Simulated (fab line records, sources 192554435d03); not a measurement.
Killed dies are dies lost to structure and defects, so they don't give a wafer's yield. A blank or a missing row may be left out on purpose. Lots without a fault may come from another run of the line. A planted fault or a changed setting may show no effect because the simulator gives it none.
Which tool did it? | flow n5_finfet | 12 lots, 36 wafers sampled, at 1 step of a route of 1938

WHAT THE GAUGES READ, wafer by wafer
N5_BEOL_M13_INSPECT_12: inspects for defects (macro).
lot  | measured     | on                | raw_defect_count
L075 | day 11 18:32 | defect_inspect-01 | 2 3 0
L076 | day 12 13:25 | defect_inspect-02 | 2 0 0
L080 | day 12 18:05 | defect_inspect-02 | 0 3 2
L082 | day 13 09:45 | defect_inspect-01 | 1 6 1
L083 | day 13 18:59 | defect_inspect-01 | 3 2 3
L085 | day 14 21:29 | defect_inspect-01 | 1 1 1
L088 | day 15 05:47 | defect_inspect-02 | 2 2 2
L090 | day 16 02:00 | defect_inspect-02 | 1 2 3
L091 | day 16 09:21 | defect_inspect-01 | 2 0 0
L095 | day 17 02:14 | defect_inspect-01 | 3 1 2
L093 | day 17 05:49 | defect_inspect-01 | 1 3 1
L097 | day 17 13:55 | defect_inspect-01 | 7 4 0

WHICH TOOL RAN EACH LOT (tool, then ch and the chambers of the sampled wafers, then the start)
The record holds no process step before these readings.

THE ANSWER, worked out from the rows above alone
Rule: what is usual is taken from the lots themselves. Put in order of their means at a reading, lots are off if they are a third of the lots or fewer, leave a main group of 4 or more, and stand apart from it by a gap of 3 or more times the standard deviation of the main group's means; of several such gaps the widest counts. A main group whose means are all the same, to the digits that the tables above print for the reading, isn't used. A lot without any number at a reading at which 4 lots or more have one is off too. The other lots that the step has rows for count as sound.
No lot is off at any reading shown: from this, nothing can be told.

WHAT THE SIMULATOR HAD PUT IN
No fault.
